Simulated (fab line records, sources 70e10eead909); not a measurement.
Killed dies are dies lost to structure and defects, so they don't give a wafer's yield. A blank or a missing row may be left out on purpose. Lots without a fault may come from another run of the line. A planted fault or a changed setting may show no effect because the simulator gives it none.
fab line records | flow nand_harc
record lots=13 wafers=37 last_day=25
route steps=1159 shown A_SLIT@791 A_SIN_REMOVE@808 A_WL_FILL@810
lots that met no fault: from a run of the same line without faults
start_h: hours from the record's first day to the start of the lot's first wafer shown | wait_h: hours since the lot's step before | " the same as in the row above | L1.1+2: a row that stands for several wafers | - no value, or no start given | * or withheld: withheld | < > ~ a bound
route shown NAME@n: a module of which the file shows steps, and the number in the route of the first | usual: mean/standard deviation of fault-free wafers | same: alike in all rows | chamber/n: place in a boat | sites: the reading at each site | _std_site: their standard deviation | _edge_site: outer sites' mean less inner sites' | radius_mm: how far each site lies from the wafer's centre | mask NAME#n: copy n | behind: the tool/chamber that last shaped the wafer | hold: why the lot was held/for how many hours/how that ended | device: the transistor (n, p or np) that didn't switch | end of line: the same wafers' tests at the end of the route | a step without rows: its recipe alone | killed: dies lost to structure and defects at the first sort, not the wafer's yield | map: a wafer's dies, x killed, . not, _ none there
set.NAME: the setting as run; set.NAME@STEP: as run at that earlier step | model.NAME: the simulator's own value behind a step, which no gauge read
steps of the route over a sample of lots; a table a step, a row a wafer
services: from which hour (start_h, from the record's first day; less than 0 if before it) a tool's chamber was out of use, for how many hours, and why
## steps
# step NHARC_A_SLIT_OVL_MEAS_10
# usual overlay_x_nm=0.0/0.79 overlay_y_nm=-0.1/0.91
# columns lot.wafer tool chamber start_h wait_h overlay_x_nm overlay_y_nm
L728.2 overlay-02 - 307.95 - -0.9 -1.2
L728.3 " - " " -0.9 -0.6
L728.4 " - " " -0.9 -1.1
L729.1 overlay-02 - 333.05 - -0.1 -1.1
L729.3 " - " " 0.3 -0.5
L729.4 " - " " -0.2 -0.7
L731.1 overlay-02 - 333.21 - -1.1 2.7
L731.3 " - " " -1.3 2.3
L731.5 " - " " -1.5 2.9
L730.1 overlay-02 - 333.36 - 0.8 0.1
L730.3 " - " " 0.6 0.1
L730.6 " - " " 0.5 0.6
L737.2 overlay-02 - 382.71 - -1.3 1.0
L737.3 " - " " -2.1 1.3
L742.2 overlay-02 - 407.23 - -0.1 -0.2
L742.5 " - " " 0.6 0.4
L742.6 " - " " 0.1 0.3
L740.3 overlay-02 - 407.38 - -0.9 1.0
L740.6 " - " " -0.5 0.7
L743.3 overlay-02 - 407.54 - -0.6 -1.1
L743.4 " - " " -0.3 -0.4
L743.5 " - " " -0.8 -0.4
L744.1 overlay-02 - 436.55 - 0.0 -1.0
L744.3 " - " " 0.5 -0.1
L744.4 " - " " 0.2 -0.6
L748.1 overlay-01 - 441.24 - 0.2 0.0
L748.3 " - " " 0.4 0.1
L748.5 " - " " 0.2 0.0
L749.2 overlay-01 - 441.40 - 0.4 0.8
L749.4 " - " " -0.1 0.3
L749.6 " - " " 0.0 0.0
L750.1 overlay-01 - 442.40 - 0.6 0.1
L750.3 " - " " 1.3 -0.1
L750.5 " - " " 0.9 0.3
L751.2 overlay-01 - 443.38 - 1.1 -0.4
L751.3 " - " " 0.9 -0.1
L751.4 " - " " 1.2 -0.1
# step NHARC_A_SIN_REMOVE_INSPECT_04
# usual raw_defect_count=325/83
# columns lot.wafer tool chamber start_h wait_h raw_defect_count
L728.2 defect_inspect-01 - 323.26 0.0 244
L728.3 " - " " 228
L728.4 " - " " 224
L729.1 defect_inspect-01 - 344.25 0.0 287
L729.3 " - " " 290
L729.4 " - " " 304
L731.1 defect_inspect-02 - 344.25 0.0 193
L731.3 " - " " 322
L731.5 " - " " 312
L730.1 defect_inspect-01 - 344.29 0.0 243
L730.3 " - " " 199
L730.6 " - " " 250
L737.2 defect_inspect-01 - 393.43 0.0 300
L737.3 " - " " 333
L742.2 defect_inspect-01 - 418.35 0.0 427
L742.5 " - " " 355
L742.6 " - " " 371
L740.3 defect_inspect-02 - 418.36 0.0 254
L740.6 " - " " 369
L743.3 defect_inspect-02 - 418.39 0.0 262
L743.4 " - " " 306
L743.5 " - " " 361
L744.1 defect_inspect-02 - 447.71 0.0 351
L744.3 " - " " 375
L744.4 " - " " 399
L748.1 defect_inspect-02 - 455.29 0.0 325
L748.3 " - " " 244
L748.5 " - " " 497
L749.2 defect_inspect-01 - 455.30 0.0 268
L749.4 " - " " 257
L749.6 " - " " 255
L750.1 defect_inspect-02 - 458.64 0.0 508
L750.3 " - " " 333
L750.5 " - " " 338
L751.2 defect_inspect-02 - 458.65 0.0 348
L751.3 " - " " 450
L751.4 " - " " 468
# step NHARC_A_WL_FILL_RTA_01
# recipe temp_c=1000 time_s=5
# usual lamp_power_pct=31.7/1.4 lamp_zone_1_pct=31.7/1.4 lamp_zone_2_pct=31.7/1.4 wafer_temp_C_max=1004.8/1.4
# columns lot.wafer tool chamber start_h wait_h lamp_power_pct lamp_zone_1_pct lamp_zone_2_pct wafer_temp_C_max
L728.2 rtp_anneal-02 0 324.16 - 30.3 30.4 30.3 1003.2
L728.3 " 0 " " 30.4 30.3 30.3 1004.3
L728.4 " 0 " " 30.3 30.3 30.3 1003.3
L729.1 rtp_anneal-01 0 344.58 - 33.1 33.0 33.0 1005.7
L729.3 " 0 " " 33.1 33.1 33.1 1006.2
L729.4 " 0 " " 33.0 33.1 33.1 1007.6
L731.1 rtp_anneal-01 0 344.78 - 33.1 33.1 33.1 1006.3
L731.3 " 0 " " 33.1 33.1 33.1 1005.8
L731.5 " 0 " " 33.1 33.1 33.0 1004.7
L730.1 rtp_anneal-02 0 344.92 - 30.3 30.3 30.3 1003.5
L730.3 " 0 " " 30.3 30.3 30.3 1003.3
L730.6 " 0 " " 30.3 30.3 30.3 1003.5
L737.2 rtp_anneal-01 0 393.96 0.2 33.1 33.1 33.1 1006.9
L737.3 " 0 " " 33.1 33.1 33.1 1007.3
L742.2 rtp_anneal-01 0 418.70 - 33.1 33.0 33.1 1005.4
L742.5 " 0 " " 33.0 33.1 33.1 1007.3
L742.6 " 0 " " 33.1 33.1 33.1 1004.7
L740.3 rtp_anneal-02 0 418.80 - 30.3 30.3 30.3 1005.1
L740.6 " 0 " " 30.3 30.3 30.4 1003.7
L743.3 rtp_anneal-01 0 419.07 - 33.0 33.0 33.0 1006.2
L743.4 " 0 " " 33.0 33.0 33.1 1004.8
L743.5 " 0 " " 33.0 33.0 33.0 1007.1
L744.1 rtp_anneal-02 0 448.04 - 30.3 30.3 30.3 1003.3
L744.3 " 0 " " 30.3 30.3 30.3 1003.8
L744.4 " 0 " " 30.3 30.3 30.3 1002.8
L748.1 rtp_anneal-01 0 455.62 - 33.0 33.1 33.1 1005.6
L748.3 " 0 " " 33.2 33.1 33.0 1002.6
L748.5 " 0 " " 33.1 33.0 33.1 1006.2
L749.2 rtp_anneal-02 0 455.76 - 30.4 30.3 30.4 1003.6
L749.4 " 0 " " 30.3 30.3 30.3 1002.6
L749.6 " 0 " " 30.4 30.4 30.3 1002.1
L750.1 rtp_anneal-01 0 458.97 - 33.0 33.1 33.1 1005.0
L750.3 " 0 " " 33.1 33.0 33.0 1006.7
L750.5 " 0 " " 33.0 33.1 33.1 1005.8
L751.2 rtp_anneal-02 0 459.17 - 30.3 30.3 30.3 1003.8
L751.3 " 0 " " 30.4 30.3 30.2 1003.8
L751.4 " 0 " " 30.3 30.3 30.3 1003.6
# step NHARC_A_WL_FILL_ETCHBACK_17
# recipe target_depth_a=40 time_s=26.7 chemistry=Cl2/BCl3
# usual drypump_motor_current_A=6.14/0.25 he_backside_leak_sccm=3.29/0.26 oes_product_au=0.998/0.0099 run_length_s=47.9/0.58
# columns lot.wafer tool chamber start_h wait_h drypump_motor_current_A he_backside_leak_sccm oes_product_au rf_hours_counter_h run_length_s
L728.2 rie_metal-02 1 339.30 - 5.86 3.82 0.997 3.8 48.0
L728.3 " 1 " " 5.88 3.80 0.996 - 48.0
L728.4 " 0 " " 6.21 3.31 1.011 - 47.4
L729.1 rie_metal-03 1 363.60 - 6.51 3.28 0.999 2.2 47.4
L729.3 " 0 " " 6.26 3.20 1.006 - 47.8
L729.4 " 1 " " 6.52 3.32 1.002 - 47.6
L731.1 rie_metal-01 0 363.62 - 6.02 3.28 1.000 0.7 48.7
L731.3 " 1 " " 5.82 3.51 0.994 - 48.6
L731.5 " 1 " " 5.80 3.35 0.999 - 49.0
L730.1 rie_metal-03 1 368.11 - 6.50 3.14 0.984 2.3 47.5
L730.3 " 1 " " 6.51 3.11 0.991 - 47.6
L730.6 " 1 " " 6.51 3.13 0.987 - 47.6
L737.2 rie_metal-01 1 411.29 - 5.80 3.21 0.977 1.6 48.5
L737.3 " 1 " " 5.83 3.26 0.987 - 38.8
L740.3 rie_metal-01 1 436.46 - 5.77 3.51 0.989 - 38.8
L740.6 " 1 " " 5.79 3.51 0.976 - 48.4
L742.2 rie_metal-02 0 436.46 - 6.25 3.12 1.006 1.4 46.8
L742.5 " 0 " " 6.25 3.44 1.007 - 46.9
L742.6 " 1 " " 5.88 3.50 0.994 - 47.9
L743.3 rie_metal-03 1 442.05 - 6.51 3.23 1.003 - 48.0
L743.4 " 0 " " 6.28 3.05 0.996 - 47.6
L743.5 " 1 " " 6.52 3.17 1.001 - 47.7
L744.1 rie_metal-03 1 465.74 - 6.50 3.24 0.981 0.2 48.2
L744.3 " 0 " " 6.28 3.17 1.011 - 47.6
L744.4 " 1 " " 6.51 3.16 0.983 - 47.3
L749.2 rie_metal-03 1 473.69 - 6.51 3.15 0.988 0.3 47.6
L749.4 " 1 " " 6.52 3.22 0.990 - 47.5
L749.6 " 0 " " 6.29 3.11 1.010 - 47.7
L748.1 rie_metal-02 0 474.10 - 6.23 3.14 0.997 2.9 47.3
L748.3 " 1 " " 5.88 3.80 1.020 - 47.8
L748.5 " 1 " " 5.89 3.49 1.014 - 47.9
L750.1 rie_metal-03 0 478.49 - 6.30 3.03 1.004 0.4 47.6
L750.3 " 0 " " 6.29 3.18 1.014 - 47.6
L750.5 " 1 " " 6.52 3.23 0.979 - 47.6
L751.2 rie_metal-02 1 478.79 - 5.89 3.46 1.012 2.9 48.0
L751.3 " 1 " " 5.90 3.18 1.017 - 47.9
L751.4 " 0 " " 6.25 3.47 1.006 - 46.8
## services
# columns tool chamber start_h hours kind
rie_metal-02 1 318.62 1.5 repair
rie_metal-01 - 332.00 9.0 pm
rie_metal-01 0 332.00 9.0 vent_cycle
rie_metal-01 1 332.00 9.0 vent_cycle
rie_metal-01 0 341.00 - clean
rie_metal-01 1 341.00 - clean
rie_metal-03 1 373.84 18.6 repair
rie_metal-02 - 388.00 9.0 pm
rie_metal-02 0 388.00 9.0 vent_cycle
rie_metal-02 1 388.00 9.0 vent_cycle
rie_metal-02 0 397.00 - clean
rie_metal-02 1 397.00 - clean
rie_metal-03 - 453.00 9.0 pm
rie_metal-03 0 453.00 9.0 vent_cycle
rie_metal-03 1 453.00 9.0 vent_cycle
rie_metal-01 0 453.27 5.8 repair
rie_metal-03 0 462.00 - clean
rie_metal-03 1 462.00 - clean
## key
first_sign step=NHARC_A_WL_FILL_ETCHBACK_17 reading=run_length_s direction=down sigmas=16 usual=* struck=*
effect none on later readings
met_at NHARC_A_WL_FILL_ETCHBACK_17
struck_lots L737,L740
struck_wafers L737.3,L740.3
tester_left_out L737,L740
not_acting_at NHARC_A_SLIT_OVL_MEAS_10,NHARC_A_SIN_REMOVE_INSPECT_04,NHARC_A_WL_FILL_RTA_01
onset_between 363.62 411.29
fault kind=process_parameter_drift tool=rie_metal-01 chamber=- onset_h=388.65 steps=NHARC_A_WL_FILL_ETCHBACK_17 channel=time_s offset=* shape=step end_h=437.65 scope=struck_wafers_only acts_in=* stated=*
# tester_left_out: of these lots the tester's yield and bins aren't shown, on N5 and GAA mostly nor the transistor test; their killed dies are dies lost to structure and defects alone, not to doping, threshold or leakage, so they don't give the yield
